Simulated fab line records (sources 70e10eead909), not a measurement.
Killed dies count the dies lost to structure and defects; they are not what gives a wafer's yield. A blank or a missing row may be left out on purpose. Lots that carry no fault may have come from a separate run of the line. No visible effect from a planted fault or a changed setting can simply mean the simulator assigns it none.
Which tool was responsible?	flow nandHarc	24 lots, 72 wafers sampled, at 6 steps of a route of 1302

## WHAT THE GAUGES READ, wafer by wafer
The record lacks any reading of a measuring or inspecting step that a usual standard deviation could be used to judge.

## TOOL THAT RAN EACH LOT (tool first, then ch and the chambers of the sampled wafers, then the start)
lot	NHARC_A_STAIRCASE_TRIM_14	NHARC_A_STAIRCASE_ETCH_15	NHARC_A_STAIRCASE_ETCH_17	NHARC_A_STAIRCASE_DESCUM_186	NHARC_A_STAIRCASE_ETCH_194	NHARC_A_STAIRCASE_ETCH_230
L075	rieDiel-06 ch 0,1,2, day 16 11:47 or earlier	rieDiel-06 ch 0,1, day 16 11:47 or earlier	rieDiel-06 ch 0,3, day 16 11:47 or earlier	rieDiel-02 ch 1,2, day 16 11:47	rieDiel-02 ch 0,2,3, no start	rieDiel-03 ch 1,2,3, no start
L076	rieDiel-06 ch 1,2,3, day 16 12:23 or earlier	rieDiel-06 ch 0,2,3, day 16 12:23 or earlier	rieDiel-06 ch 1,2, day 16 12:23 or earlier	rieDiel-06 ch 0,3, day 16 12:23	rieDiel-06 ch 0,3, no start	rieDiel-06 ch 0,3, no start
L074	rieDiel-03 ch 0,1,2, day 16 15:12 or earlier	rieDiel-03 ch 1,2, day 16 15:12 or earlier	rieDiel-03 ch 1,3, day 16 15:12 or earlier	rieDiel-02 ch 0,1,2, day 16 15:12	rieDiel-02 ch 0,1,2, no start	rieDiel-02 ch 0,1,2, no start
L078	rieDiel-03 ch 0,2,3, day 17 16:01 or earlier	rieDiel-03 ch 0,2,3, day 17 16:01 or earlier	rieDiel-03 ch 0,1, day 17 16:01 or earlier	rieDiel-03 ch 0,2,3, day 17 16:01	rieDiel-03 ch 1,3, no start	rieDiel-03 ch 1,2,3, no start
L077	rieDiel-03 ch 0,1, day 17 16:11 or earlier	rieDiel-03 ch 0,3, day 17 16:11 or earlier	rieDiel-03 ch 1,3, day 17 16:11 or earlier	rieDiel-03 ch 1,2, day 17 16:11	rieDiel-03 ch 1,2,3, no start	rieDiel-06 ch 1,2, no start
L079	rieDiel-06 ch 1,2,3, day 17 15:51 or earlier	rieDiel-06 ch 0,2,3, day 17 15:51 or earlier	rieDiel-06 ch 1,2,3, day 17 15:51 or earlier	rieDiel-06 ch 1,2,3, day 17 15:51	rieDiel-06 ch 0,1,2, no start	rieDiel-02 ch 0,2,3, no start
L080	rieDiel-06 ch 0,1, day 18 05:14 or earlier	rieDiel-06 ch 0,1, day 18 05:14 or earlier	rieDiel-06 ch 0,1,2, day 18 05:14 or earlier	rieDiel-06 ch 1,2,3, day 18 05:14	rieDiel-06 ch 0,3, no start	rieDiel-02 ch 0,2, no start
L081	rieDiel-03 ch 1,2,3, day 18 09:21 or earlier	rieDiel-03 ch 0,2, day 18 09:21 or earlier	rieDiel-03 ch 0,1,3, day 18 09:21 or earlier	rieDiel-02 ch 0,2, day 18 09:21	rieDiel-02 ch 1,2, no start	rieDiel-06 ch 1,3, no start
L082	rieDiel-06 ch 0,3, day 18 10:58 or earlier	rieDiel-06 ch 0,3, day 18 10:58 or earlier	rieDiel-06 ch 0,1,2, day 18 10:58 or earlier	rieDiel-03 ch 0,2,3, day 18 10:58	rieDiel-03 ch 0,2,3, no start	rieDiel-03 ch 1,2, no start
L084	rieDiel-06 ch 1,2,3, day 20 02:25 or earlier	rieDiel-06 ch 1,3, day 20 02:25 or earlier	rieDiel-06 ch 0,2, day 20 02:25 or earlier	rieDiel-03 ch 1,2, day 20 02:25	rieDiel-06 ch 0,3, no start	rieDiel-02 ch 0,1,3, no start
L083	rieDiel-02 ch 0,2, day 20 02:46 or earlier	rieDiel-02 ch 2,3, day 20 02:46 or earlier	rieDiel-02 ch 1,2,3, day 20 02:46 or earlier	rieDiel-02 ch 0,1,3, day 20 02:46	rieDiel-02 ch 0,1, no start	rieDiel-06 ch 0,1,3, no start
L086	rieDiel-03 ch 0,2,3, day 20 16:10 or earlier	rieDiel-03 ch 0,2,3, day 20 16:10 or earlier	rieDiel-03 ch 0,1,2, day 20 16:10 or earlier	rieDiel-06 ch 1,2,3, day 20 16:10	rieDiel-06 ch 0,2,3, no start	rieDiel-02 ch 0,1,3, no start
L085	rieDiel-06 ch 0,1,2, day 20 18:10 or earlier	rieDiel-06 ch 1,2,3, day 20 18:10 or earlier	rieDiel-06 ch 0,2,3, day 20 18:10 or earlier	rieDiel-03 ch 0,1,3, day 20 18:10	rieDiel-03 ch 0,2,3, no start	rieDiel-06 ch 0,1,3, no start
L087	rieDiel-06 ch 0,2,3, day 21 18:26 or earlier	rieDiel-06 ch 0,2,3, day 21 18:26 or earlier	rieDiel-06 ch 0,1,2, day 21 18:26 or earlier	rieDiel-02 ch 0,1,3, day 21 18:26	rieDiel-02 ch 1,2,3, no start	rieDiel-03 ch 1,3, no start
L088	rieDiel-02 ch 0,2,3, day 22 05:49 or earlier	rieDiel-02 ch 0,2, day 22 05:49 or earlier	rieDiel-02 ch 0,1,2, day 22 05:49 or earlier	rieDiel-02 ch 0,1,2, day 22 05:49	rieDiel-02 ch 0,1,2, no start	rieDiel-06 ch 0,2,3, no start
L089	rieDiel-03 ch 1,2,3, day 22 06:08 or earlier	rieDiel-03 ch 0,3, day 22 06:08 or earlier	rieDiel-03 ch 0,1, day 22 06:08 or earlier	rieDiel-06 ch 0,1,3, day 22 06:08	rieDiel-06 ch 1,2,3, no start	rieDiel-02 ch 0,2,3, no start
L090	rieDiel-06 ch 0,1,3, day 23 05:37 or earlier	rieDiel-06 ch 0,2, day 23 05:37 or earlier	rieDiel-06 ch 0,1,3, day 23 05:37 or earlier	rieDiel-06 ch 0,1,3, day 23 05:37	rieDiel-06 ch 0,3, no start	rieDiel-03 ch 2,3, no start
L092	rieDiel-06 ch 0,1, day 23 10:14 or earlier	rieDiel-06 ch 1,2,3, day 23 10:14 or earlier	rieDiel-06 ch 0,1,3, day 23 10:14 or earlier	rieDiel-03 ch 0,1,2, day 23 10:14	rieDiel-03 ch 2,3, no start	rieDiel-03 ch 0,3, no start
L091	rieDiel-03 ch 0,1,2, day 23 11:28 or earlier	rieDiel-03 ch 1,2,3, day 23 11:28 or earlier	rieDiel-03 ch 0,2,3, day 23 11:28 or earlier	rieDiel-06 ch 1,2,3, day 23 11:28	rieDiel-06 ch 0,1,3, no start	rieDiel-06 ch 0,1,2, no start
L093	rieDiel-02 ch 0,1,3, day 23 17:16 or earlier	rieDiel-02 ch 0,3, day 23 17:16 or earlier	rieDiel-02 ch 1,3, day 23 17:16 or earlier	rieDiel-02 ch 1,2,3, day 23 17:16	rieDiel-02 ch 0,1,2, no start	rieDiel-03 ch 0,1, no start
L094	rieDiel-02 ch 0,2,3, day 24 14:46 or earlier	rieDiel-02 ch 0,1,3, day 24 14:46 or earlier	rieDiel-02 ch 0,1,3, day 24 14:46 or earlier	rieDiel-03 ch 1,2,3, day 24 14:46	rieDiel-03 ch 0,1,3, no start	rieDiel-03 ch 0,1,2, no start
L096	rieDiel-06 ch 0,2,3, day 24 21:01 or earlier	rieDiel-06 ch 1,2,3, day 24 21:01 or earlier	rieDiel-06 ch 0,2,3, day 24 21:01 or earlier	rieDiel-06 ch 1,2,3, day 24 21:01	rieDiel-06 ch 0,1,3, no start	rieDiel-03 ch 0,1,2, no start
L095	rieDiel-06 ch 0,1,2, day 25 04:40 or earlier	rieDiel-06 ch 0,1,2, day 25 04:40 or earlier	rieDiel-06 ch 0,1, day 25 04:40 or earlier	rieDiel-06 ch 1,2, day 25 04:40	rieDiel-06 ch 0,1,3, no start	rieDiel-06 ch 0,2,3, no start
L097	rieDiel-06 ch 2,3, day 25 10:02 or earlier	rieDiel-06 ch 0,3, day 25 10:02 or earlier	rieDiel-06 ch 1,2,3, day 25 10:02 or earlier	rieDiel-02 ch 1,2, day 25 10:02	rieDiel-02 ch 1,2,3, no start	rieDiel-06 ch 0,1,2, no start
- NHARC_A_STAIRCASE_TRIM_14: chemistry O2, time 211.2 s.
- NHARC_A_STAIRCASE_ETCH_15: etches the open film in C4F8/O2, target depth 100 nm, time 40.5 s.
- NHARC_A_STAIRCASE_ETCH_17: etches the open film in C4F8/O2, target depth 100 nm, time 40.5 s.
- NHARC_A_STAIRCASE_DESCUM_186: chemistry O2, time 3 s.
- NHARC_A_STAIRCASE_ETCH_194: etches the open film in C4F8/O2, target depth 100 nm, time 40.5 s.
- NHARC_A_STAIRCASE_ETCH_230: etches the open film in C4F8/O2, target depth 100 nm, time 40.5 s.

## WHAT THE TOOLS THEMSELVES READ (means of the sampled wafers that have a number; where no wafer has one, the mark that the record gives instead)
NHARC_A_STAIRCASE_TRIM_14.
lot	tool	drypumpMotorCurrentA (A)	oesProductAu (a.u.)	rfVppV (V)	showerheadPlenumPTorr (Torr)	throttleValvePct (%)
L075	rieDiel-06	5.2	0.990	58.0	3.56	17.034
L076	rieDiel-06	5.5	0.984	57.2	3.50	17.036
L074	rieDiel-03	5.5	1.001	58.4	3.55	17.034
L078	rieDiel-03	5.4	1.003	57.5	3.45	17.033
L077	rieDiel-03	5.4	0.998	58.5	3.45	17.030
L079	rieDiel-06	5.5	0.981	57.0	3.49	17.027
L080	rieDiel-06	5.2	0.980	58.2	3.58	17.036
L081	rieDiel-03	5.6	1.016	57.7	3.61	17.037
L082	rieDiel-06	5.6	0.991	58.7	3.64	17.042
L084	rieDiel-06	5.6	0.973	57.3	3.48	17.036
L083	rieDiel-02	5.8	0.999	58.5	3.41	17.041
L086	rieDiel-03	5.4	0.995	57.7	3.62	17.039
L085	rieDiel-06	5.2	0.982	58.0	3.54	17.041
L087	rieDiel-06	5.5	0.981	57.8	3.57	17.035
L088	rieDiel-02	5.6	1.011	58.1	3.48	17.043
L089	rieDiel-03	5.6	1.000	58.7	3.60	17.035
L090	rieDiel-06	5.4	0.993	58.5	3.59	17.035
L092	rieDiel-06	5.2	0.988	57.4	3.56	17.032
L091	rieDiel-03	5.5	0.982	58.8	3.70	17.038
L093	rieDiel-02	5.5	0.999	58.3	3.53	17.047
L094	rieDiel-02	5.7	1.007	57.5	3.47	17.039
L096	rieDiel-06	5.5	0.989	57.8	3.56	17.042
L095	rieDiel-06	5.2	1.003	57.7	3.52	17.034
L097	rieDiel-06	5.8	0.996	57.4	3.49	17.034

NHARC_A_STAIRCASE_ETCH_15.
lot	tool	oesProductAu (a.u.)	rfVppV (V)
L075	rieDiel-06	0.940	902
L076	rieDiel-06	0.929	899
L074	rieDiel-03	0.950	901
L078	rieDiel-03	0.944	894
L077	rieDiel-03	0.942	892
L079	rieDiel-06	0.943	898
L080	rieDiel-06	0.943	902
L081	rieDiel-03	0.936	891
L082	rieDiel-06	0.927	899
L084	rieDiel-06	0.928	896
L083	rieDiel-02	0.967	898
L086	rieDiel-03	0.941	900
L085	rieDiel-06	0.931	894
L087	rieDiel-06	0.938	898
L088	rieDiel-02	0.949	895
L089	rieDiel-03	0.914	902
L090	rieDiel-06	0.945	895
L092	rieDiel-06	0.947	894
L091	rieDiel-03	0.947	897
L093	rieDiel-02	0.950	890
L094	rieDiel-02	0.937	896
L096	rieDiel-06	0.947	893
L095	rieDiel-06	0.948	896
L097	rieDiel-06	0.924	900

NHARC_A_STAIRCASE_ETCH_17.
lot	tool	oesProductAu (a.u.)	rfVppV (V)
L075	rieDiel-06	0.936	900
L076	rieDiel-06	0.929	892
L074	rieDiel-03	0.941	902
L078	rieDiel-03	0.941	898
L077	rieDiel-03	0.942	902
L079	rieDiel-06	0.925	894
L080	rieDiel-06	0.940	897
L081	rieDiel-03	0.942	895
L082	rieDiel-06	0.923	896
L084	rieDiel-06	0.937	900
L083	rieDiel-02	0.955	902
L086	rieDiel-03	0.939	902
L085	rieDiel-06	0.934	897
L087	rieDiel-06	0.937	897
L088	rieDiel-02	0.946	898
L089	rieDiel-03	0.921	905
L090	rieDiel-06	0.939	899
L092	rieDiel-06	0.928	898
L091	rieDiel-03	0.934	898
L093	rieDiel-02	0.942	899
L094	rieDiel-02	0.938	896
L096	rieDiel-06	0.932	896
L095	rieDiel-06	0.943	900
L097	rieDiel-06	0.943	894

NHARC_A_STAIRCASE_DESCUM_186.
lot	tool	drypumpMotorCurrentA (A)	oesProductAu (a.u.)	rfVppV (V)	showerheadPlenumPTorr (Torr)	throttleValvePct (%)
L075	rieDiel-02	5.8	0.999	57.6	1.92	11.310
L076	rieDiel-06	5.3	0.995	58.7	2.02	11.311
L074	rieDiel-02	5.8	0.994	57.2	1.85	11.313
L078	rieDiel-03	5.4	1.001	57.3	1.87	11.312
L077	rieDiel-03	5.7	1.008	58.2	2.02	11.316
L079	rieDiel-06	5.5	0.989	58.2	1.89	11.308
L080	rieDiel-06	5.5	0.991	57.3	1.89	11.315
L081	rieDiel-02	5.9	1.017	57.6	1.91	11.313
L082	rieDiel-03	5.4	1.012	58.2	1.87	11.315
L084	rieDiel-03	5.7	1.004	58.2	2.01	11.321
L083	rieDiel-02	5.6	1.002	57.5	1.92	11.314
L086	rieDiel-06	5.5	0.986	57.9	1.88	11.307
L085	rieDiel-03	5.6	0.995	57.1	2.00	11.309
L087	rieDiel-02	5.5	1.004	57.8	1.92	11.303
L088	rieDiel-02	5.8	1.001	57.6	1.93	11.312
L089	rieDiel-06	5.4	0.984	57.5	1.95	11.306
L090	rieDiel-06	5.4	0.985	58.1	1.95	11.316
L092	rieDiel-03	5.5	0.995	58.3	2.01	11.313
L091	rieDiel-06	5.5	0.994	57.2	1.88	11.313
L093	rieDiel-02	5.6	1.003	58.0	1.98	11.314
L094	rieDiel-03	5.6	1.002	58.5	1.95	11.305
L096	rieDiel-06	5.5	1.000	58.0	1.88	11.326
L095	rieDiel-06	5.3	1.003	57.7	1.84	11.322
L097	rieDiel-02	5.8	1.017	57.8	2.00	11.313

NHARC_A_STAIRCASE_ETCH_194.
lot	tool	oesProductAu (a.u.)	rfVppV (V)
L075	rieDiel-02	0.930	895
L076	rieDiel-06	0.934	903
L074	rieDiel-02	0.938	892
L078	rieDiel-03	0.940	899
L077	rieDiel-03	0.956	898
L079	rieDiel-06	0.927	897
L080	rieDiel-06	0.926	903
L081	rieDiel-02	0.950	905
L082	rieDiel-03	0.950	893
L084	rieDiel-06	0.942	900
L083	rieDiel-02	0.938	894
L086	rieDiel-06	0.945	898
L085	rieDiel-03	0.932	900
L087	rieDiel-02	0.957	901
L088	rieDiel-02	0.944	898
L089	rieDiel-06	0.942	894
L090	rieDiel-06	0.935	902
L092	rieDiel-03	0.945	896
L091	rieDiel-06	0.936	898
L093	rieDiel-02	0.956	896
L094	rieDiel-03	0.930	900
L096	rieDiel-06	0.928	898
L095	rieDiel-06	0.944	898
L097	rieDiel-02	0.944	900

NHARC_A_STAIRCASE_ETCH_230.
lot	tool	oesProductAu (a.u.)	rfVppV (V)
L075	rieDiel-03	0.941	899
L076	rieDiel-06	0.968	899
L074	rieDiel-02	0.938	891
L078	rieDiel-03	0.962	898
L077	rieDiel-06	0.942	892
L079	rieDiel-02	0.951	895
L080	rieDiel-02	0.966	892
L081	rieDiel-06	0.939	896
L082	rieDiel-03	0.973	903
L084	rieDiel-02	0.940	897
L083	rieDiel-06	0.931	899
L086	rieDiel-02	0.942	896
L085	rieDiel-06	0.937	898
L087	rieDiel-03	0.976	897
L088	rieDiel-06	0.955	897
L089	rieDiel-02	0.944	894
L090	rieDiel-03	0.972	894
L092	rieDiel-03	0.930	898
L091	rieDiel-06	0.960	896
L093	rieDiel-03	0.934	905
L094	rieDiel-03	0.954	902
L096	rieDiel-03	0.939	902
L095	rieDiel-06	0.936	896
L097	rieDiel-06	0.950	896

## THE ANSWER, worked out from the rows above alone
Rule: usual is defined by the lots themselves. The widest of any qualifying gaps counts: lots, ordered by their means at a reading, are off when they make up no more than a third of the lots, leave a main group of 4 or more, and stand apart from it by 3 or more times the standard deviation of that group's means. The tables above print the reading to a certain number of digits; a main group whose means all agree to those digits is not used. A lot without any number at a reading at which 4 lots or more have one is off too. All remaining lots with rows at the step are treated as sound. First the gauges in route order, then the tools' own readings, where a lot's mean is used as printed above. At the first step where some lot is off, the reading lying furthest off is the one used; lots without a number count as furthest.
No lot is off on any of the readings shown, so nothing can be concluded from this.

## WHAT THE SIMULATOR PUT IN
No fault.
